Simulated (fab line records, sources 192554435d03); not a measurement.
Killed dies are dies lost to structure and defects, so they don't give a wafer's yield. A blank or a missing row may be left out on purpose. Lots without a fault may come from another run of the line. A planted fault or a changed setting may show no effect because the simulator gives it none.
Split-lot experiment | flow n5_finfet | 7 lots, 21 wafers read, on a route of 1938 steps

THE SPLIT
At N5_MIM_BOT_ETCH_ETCH_04 (etches SiNx in CF4/O2, target depth 26 nm, time 13 s), the setting time_s was moved away from the recipe's 13 s on 8 of the 21 wafers read, by +8.4% to +19.2%. The other wafers ran this setting at the recipe's value.

The reading is taken at the split's own step.

THE READING
etch.depth_nm (the simulator's own value, which no gauge read), in nm, at N5_MIM_BOT_ETCH_ETCH_04 (etches SiNx in CF4/O2, target depth 26 nm, time 13 s). The file gives no usual value for it. The 13 wafers here that ran the recipe average 25.38 nm, standard deviation 0.79 nm.

wafer  | tool, chamber at the split | time_s as run, s | against the recipe | etch.depth_nm, nm | against lot-mates on the recipe
L074.2 | rie_diel-03, 3             | 13               | recipe             | 24.91             | -
L074.3 | rie_diel-03, 2             | 13               | recipe             | 24.64             | -
L074.6 | rie_diel-03, 1             | 13               | recipe             | 25.48             | -
L076.1 | rie_diel-03, 2             | 13               | recipe             | 24.84             | -
L076.4 | rie_diel-03, 3             | 13               | recipe             | 24.7              | -
L076.6 | rie_diel-03, 1             | 13               | recipe             | 25.41             | -
L077.1 | rie_diel-03, 1             | 14.12            | +8.6%              | 27.76             | +3.03
L077.4 | rie_diel-03, 3             | 14.12            | +8.6%              | 26.71             | +1.98
L077.5 | rie_diel-03, 3             | 13               | recipe             | 24.73             | -
L081.1 | rie_diel-06, 1             | 15.5             | +19.2%             | 31.53             | no lot-mate on the recipe
L081.3 | rie_diel-06, 0             | 15.5             | +19.2%             | 29.76             | no lot-mate on the recipe
L081.5 | rie_diel-06, 1             | 15.5             | +19.2%             | 31.4              | no lot-mate on the recipe
L082.2 | rie_diel-02, 1             | 14.09            | +8.4%              | 27.7              | +1.54
L082.4 | rie_diel-02, 2             | 13               | recipe             | 26.8              | -
L082.5 | rie_diel-02, 1             | 13               | recipe             | 25.53             | -
L089.1 | rie_diel-03, 1             | 13               | recipe             | 25.42             | -
L089.2 | rie_diel-03, 0             | 13               | recipe             | 27.32             | -
L089.3 | rie_diel-03, 3             | 13               | recipe             | 24.72             | -
L090.2 | rie_diel-06, 3             | 13               | recipe             | 25.4              | -
L090.3 | rie_diel-06, 1             | 15.34            | +18.0%             | 30.83             | +5.43
L090.5 | rie_diel-06, 3             | 15.34            | +18.0%             | 29.99             | +4.59

THE FIT
A straight line over all 21 wafers: etch.depth_nm changes by +0.282 nm for each +1% of time_s; r = +0.95; the points scatter about the line by 0.78 nm.
The same after taking each lot's own level away (the mean of its wafers on the recipe; 18 wafers): +0.274 nm for each +1%; r = +0.94; scatter 0.64 nm.
On that fit, the largest move of time_s shifts the reading by 5.3 nm.
The lots' own levels span 24.730 to 26.165 nm, that is 1.8 times the standard deviation above.
So the lot-to-lot level changes the slope little: the two slopes agree.
Check: with one of the wafers moved furthest among these (+18.0%) left out of the fit, the line predicts +4.6 nm for it against its lot-mates. It came out at +5.43 nm against them.

OTHER SPLITS ON THESE WAFERS
These wafers also went through other splits before the reading. Each is held against what the fit with the lots' levels taken away leaves over:
other split on the same wafers | wafers away from the commonest value | r with etch.depth_nm (lot level and that fit taken away)
N5_BEOL_M14_SPUTTER_45 power_w | 10                                   | -0.03

THE FILE'S OWN FIT
etch.depth_nm changes by +0.266 nm for each +1% of time_s, r = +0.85.
